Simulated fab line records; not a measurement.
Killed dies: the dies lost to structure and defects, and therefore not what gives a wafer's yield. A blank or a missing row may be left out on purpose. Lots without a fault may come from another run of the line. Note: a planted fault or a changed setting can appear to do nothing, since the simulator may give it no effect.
Lot-split experiment + flow n5_finfet + on a route of 1938 steps: 7 lots, 21 wafers read

## THE SPLIT ITSELF
At N5_SD_EPI_N_EPI_21 (deposits Si:P, time 690 s), the setting temp_c was moved away from the recipe's 680 C on 7 of the 21 wafers read, by -0.3% to +0.3%. The other wafers ran this setting at the recipe's value.

## FROM THE SPLIT TO THE READING: what the file shows between them, 9 steps
- N5_SD_EPI_P_COAT_34: time 60 s, resist thk 350 nm (also split here: spin_rpm)
- N5_SD_EPI_P_COAT_35: time 60 s, resist thk 35 nm
- N5_SD_EPI_P_COAT_03: resist thk 150 nm
- N5_SD_EPI_P_EPI_21: deposits SiGe:B, time 355 s
- N5_SD_EPI_P_HM_STRIP_48: strips SiNx in H3PO4, material SiNx, target depth 3 nm
- N5_SD_EPI_P_SRD_49: time 30 s
- N5_SD_EPI_P_PRECLEAN_24: cleans in O3/DIW, time 45 s
- N5_SD_ACTIVATION_RTA_00: time 0 s
- N5_SD_ACTIVATION_LSA_01: time 0.0008 s

## THE READING
RS_SD_N (ohm/sq), read at N5_SD_ACTIVATION_RS_MEAS_03 with a four-point probe. Fault-free wafers of this fab line usually give 22.0 ohm/sq, standard deviation 0.3 ohm/sq.

| wafer  | tool, chamber at the split | temp_c as run, C | against the recipe | RS_SD_N, ohm/sq | against lot-mates on the recipe |
|--------|----------------------------|------------------|--------------------|-----------------|---------------------------------|
| L077.4 | epi_rpcvd-03, 0            | 680              | recipe             | 22.1            | -                               |
| L077.5 | epi_rpcvd-03, 0            | 682.3            | +0.3%              | 20.8            | -1.3                            |
| L077.6 | epi_rpcvd-03, 0            | 682.3            | +0.3%              | 20.8            | -1.3                            |
| L082.3 | epi_rpcvd-03, 0            | 680              | recipe             | 22.0            | -                               |
| L082.4 | epi_rpcvd-03, 0            | 678.6            | -0.2%              | 22.6            | +0.6                            |
| L082.5 | epi_rpcvd-03, 0            | 680              | recipe             | 22.0            | -                               |
| L084.2 | epi_rpcvd-02, 0            | 680              | recipe             | 21.4            | -                               |
| L084.4 | epi_rpcvd-02, 0            | 681.3            | +0.2%              | 20.8            | -0.6                            |
| L084.5 | epi_rpcvd-02, 0            | 681.3            | +0.2%              | 21.3            | -0.1                            |
| L089.2 | epi_rpcvd-03, 0            | 680              | recipe             | 21.7            | -                               |
| L089.4 | epi_rpcvd-03, 0            | 680              | recipe             | 21.8            | -                               |
| L089.6 | epi_rpcvd-03, 0            | 680              | recipe             | 21.7            | -                               |
| L093.1 | epi_rpcvd-03, 0            | 680              | recipe             | 22.2            | -                               |
| L093.2 | epi_rpcvd-03, 0            | 680              | recipe             | 22.2            | -                               |
| L093.4 | epi_rpcvd-03, 0            | 680              | recipe             | 22.2            | -                               |
| L096.2 | epi_rpcvd-03, 0            | 677.7            | -0.3%              | 23.0            | +0.7                            |
| L096.5 | epi_rpcvd-03, 0            | 677.7            | -0.3%              | 23.3            | +1.0                            |
| L096.6 | epi_rpcvd-03, 0            | 680              | recipe             | 22.3            | -                               |
| L097.1 | epi_rpcvd-01, 0            | 680              | recipe             | 21.3            | -                               |
| L097.2 | epi_rpcvd-01, 0            | 680              | recipe             | 21.9            | -                               |
| L097.5 | epi_rpcvd-01, 0            | 680              | recipe             | 21.9            | -                               |

THE FIT
A straight line over all 21 wafers: RS_SD_N changes by -3.59 ohm/sq for each +1% of temp_c; r = -0.91; the points scatter about the line by 0.28 ohm/sq.
The same after taking each lot's own level away (the mean of its wafers on the recipe; 21 wafers): -2.98 ohm/sq for each +1%; r = -0.94; scatter 0.2 ohm/sq.
Per that fit: largest temp_c move, reading shift of 1 ohm/sq.
The lots' own levels span 21.40 to 22.30 ohm/sq, that is 3.0 times the standard deviation above.
In other words, the slope is changed by the lot-to-lot level; the two fits disagree.
Check: with one of the wafers moved furthest among these (+0.3%) left out of the fit, the line predicts -0.946 ohm/sq for it against its lot-mates. Against them it came out at -1.3 ohm/sq.

## THESE WAFERS: OTHER SPLITS
Before the reading, these wafers also passed through other splits. Each is held against what the fit with the lots' levels taken away leaves over:
| other split on the same wafers            | wafers away from the commonest value | r with RS_SD_N (lot level and that fit taken away) |
|-------------------------------------------|--------------------------------------|----------------------------------------------------|
| N5_PMOS_HMC_CHANNEL_EPI_EXPOSE_06 dose_mj | 3                                    | +0.07                                              |
| N5_PMOS_HMC_CHANNEL_EPI_ETCH_32 bias_w    | 3                                    | -0.26                                              |
| N5_DUMMY_GATE_COAT_28 spin_rpm            | 10                                   | +0.00                                              |
| N5_DUMMY_GATE_COAT_09 spin_rpm            | 4                                    | -0.39                                              |
| N5_SD_EPI_P_COAT_34 spin_rpm              | 7                                    | -0.34                                              |

## THE WHOLE CHAIN: every reading that the file lists as answering this split, in the file's order
| step                        | what it does                                           | reading                                                                         | change (the file's fit)              | r (the file's) |
|-----------------------------|--------------------------------------------------------|---------------------------------------------------------------------------------|--------------------------------------|----------------|
| N5_SD_EPI_N_EPI_21          | deposits Si:P, time 690 s                              | Si-P_of_SD_EPI_N_EPI_21.thk_nm (the simulator's own value, which no gauge read) | +8.68 nm for each +1% of the setting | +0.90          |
| N5_SD_EPI_P_HM_STRIP_48     | strips SiNx in H3PO4, material SiNx, target depth 3 nm | Si-P_of_SD_EPI_N_EPI_21.thk_nm (the simulator's own value, which no gauge read) | +8.59 nm for each +1% of the setting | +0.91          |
| N5_SD_ACTIVATION_RS_MEAS_03 | measures by four-point-probe                           | RS_SD_N                                                                         | -3.02 for each +1% of the setting    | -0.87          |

## THE FILE'S OWN FIT
RS_SD_N changes by -3.02 ohm/sq for each +1% of temp_c, r = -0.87.
